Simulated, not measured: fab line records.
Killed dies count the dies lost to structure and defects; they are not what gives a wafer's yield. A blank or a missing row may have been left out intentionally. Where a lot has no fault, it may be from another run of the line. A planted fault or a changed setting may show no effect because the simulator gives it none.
Matching of chambers ; flow n5-finfet ; N5_BEOL_M0_SAQP_ALD_48 on ald-sin-01 has 4 sister chambers
The step deposits SiO2, target thk 20 nm, pulse time 1 s, co reactant pulse time 1 s. 8 wafers are shown with their chamber, then 9 later ones without.

## WAFERS WITH THEIR CHAMBER
wafer;chamber;heater-power-w (W);precursor-pulse-height-rel
L085.2;2;78;0.978
L095.6;2;79;0.961
L090.1;0;86;0.990
L090.3;3;82;0.981
L090.6;1;72;0.987
L087.1;3;82;0.997
L087.2;1;74;1.015
L087.3;0;86;0.996

## WAFERS WHOSE CHAMBER IS MISSING
wafer;heater-power-w (W);precursor-pulse-height-rel
L093.2;80;0.984
L093.3;73;0.981
L093.6;85;0.997
L096.1;87;1.002
L096.4;80;1.014
L096.5;79;1.014
L097.1;86;0.991
L097.3;81;0.982
L097.6;79;0.946

## WHICH CHAMBER EACH ONE RAN IN
wafer;from the rows above;in truth
L093.2;can't be placed: 2 or 3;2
L093.3;1;1
L093.6;0;0
L096.1;0;0
L096.4;can't be placed: 3 or 2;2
L096.5;can't be placed: 2 or 3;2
L097.1;0;0
L097.3;can't be placed: 3 or 2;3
L097.6;2;2
5 of 9 placed correctly. From these rows, 4 cannot be placed; in 4 the true chamber is one of the candidates. Wrongly placed: 0.
How it was worked out, from the rows above alone: a wafer's distance from a chamber is the root of the sum, over the readings, of the square of ((its reading less the chamber's mean) divided by the reading's scatter). The wafer belongs to the nearest chamber; if the next one is less than 2 further off, it can't be placed. Each chamber's mean is taken over the wafers shown for it. The scatter: the root of (the sum of the squares of (reading less its chamber's mean) over the shown wafers, divided by (wafers less chambers)).
